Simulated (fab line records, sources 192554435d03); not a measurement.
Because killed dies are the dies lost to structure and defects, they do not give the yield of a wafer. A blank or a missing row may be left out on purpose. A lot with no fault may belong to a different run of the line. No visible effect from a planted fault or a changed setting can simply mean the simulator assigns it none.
Split-lot experiment -- flow n5-finfet -- on a route of 1938 steps: 7 lots, 21 wafers read

## SPLIT DETAILS
At N5_BEOL_M1_ETCH_64 (etches SOC in N2/H2, target depth 75 nm, overetch 15 nm, time 112.5 s), the setting source-w was moved away from the recipe's 840 W on 4 of the 21 wafers read, by -16.5% to -10.7%. This setting was run at the recipe's value on the other wafers.

The split's own step is where the reading is taken.

## THE READING
rf-vpp-V, in V, at N5_BEOL_M1_ETCH_64 (etches SOC in N2/H2, target depth 75 nm, overetch 15 nm, time 112.5 s). A value of 524.1 V with a standard deviation of 2.6 V is what fault-free wafers of this fab line usually give.

wafer,"tool, chamber at the split","source-w as run, W",against the recipe,"rf-vpp-V, V",against lot-mates on the recipe
L085.1,"rie-diel-06, 3",840,recipe,522.2,-
L085.2,"rie-diel-06, 1",840,recipe,525.6,-
L085.6,"rie-diel-06, 0",840,recipe,520.0,-
L086.1,"rie-diel-05, 3",750,-10.7%,547.0,+21.7
L086.2,"rie-diel-05, 1",840,recipe,524.8,-
L086.5,"rie-diel-05, 2",840,recipe,525.9,-
L088.1,"rie-diel-05, 2",840,recipe,526.3,-
L088.2,"rie-diel-05, 3",840,recipe,526.8,-
L088.3,"rie-diel-05, 0",840,recipe,522.2,-
L090.1,"rie-diel-05, 3",750.5,-10.7%,544.8,+24.4
L090.2,"rie-diel-05, 0",840,recipe,520.4,-
L090.3,"rie-diel-05, 1",750.5,-10.7%,546.4,+26.0
L091.3,"rie-diel-01, 2",840,recipe,520.4,-
L091.4,"rie-diel-01, 1",840,recipe,525.9,-
L091.6,"rie-diel-01, 1",840,recipe,527.1,-
L094.2,"rie-diel-06, 0",840,recipe,529.4,-
L094.5,"rie-diel-06, 3",701.5,-16.5%,554.8,+25.8
L094.6,"rie-diel-06, 0",840,recipe,528.5,-
L096.3,"rie-diel-01, 1",840,recipe,526.2,-
L096.4,"rie-diel-01, 2",840,recipe,520.2,-
L096.5,"rie-diel-01, 0",840,recipe,522.9,-

THE FIT
A straight line over all 21 wafers: rf-vpp-V changes by -1.94 V for each +1% of source-w; r = -0.96; the points scatter about the line by 2.9 V.
The same after taking each lot's own level away (the mean of its wafers on the recipe; 21 wafers): -1.93 V for each +1%; r = -0.96; scatter 2.8 V.
According to that fit, moving source-w by its largest amount changes the reading by 32 V.
The lots' own levels span 520.40 to 528.95 V, that is 3.3 times the standard deviation above.
So the lot-to-lot level changes the slope little: the two slopes agree.
Check: with one of the wafers moved furthest among these (-16.5%) left out of the fit, the line predicts +37.1 V for it against its lot-mates. It came out at +25.8 V against them.
Tool readings at the split's step, against how far the setting was moved: rf-vpp-V r = -0.96.

## FURTHER SPLITS ON THESE WAFERS
Before the reading, these wafers also passed through other splits. Each is held against what the fit with the lots' levels taken away leaves over:
other split on the same wafers,wafers away from the commonest value,r with rf-vpp-V (lot level and that fit taken away)
N5_GATE_CUT_CUT_ETCH_54 icp-w,4,-0.14
N5_MOL_CONTACT_COAG_ALD_27 ald-cycles,5,-0.06
N5_MOL_CONTACT_COAG_COAT_75 spin-rpm,6,+0.02
N5_MOL_CONTACT_COAG_CVD_140 target-thk-a,6,-0.09
N5_BEOL_M0_SAQP_EXPOSE_37 dose-mj,8,-0.04

## FILE'S OWN FIT
rf-vpp-V changes by -1.85 V for each +1% of source-w, r = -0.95.
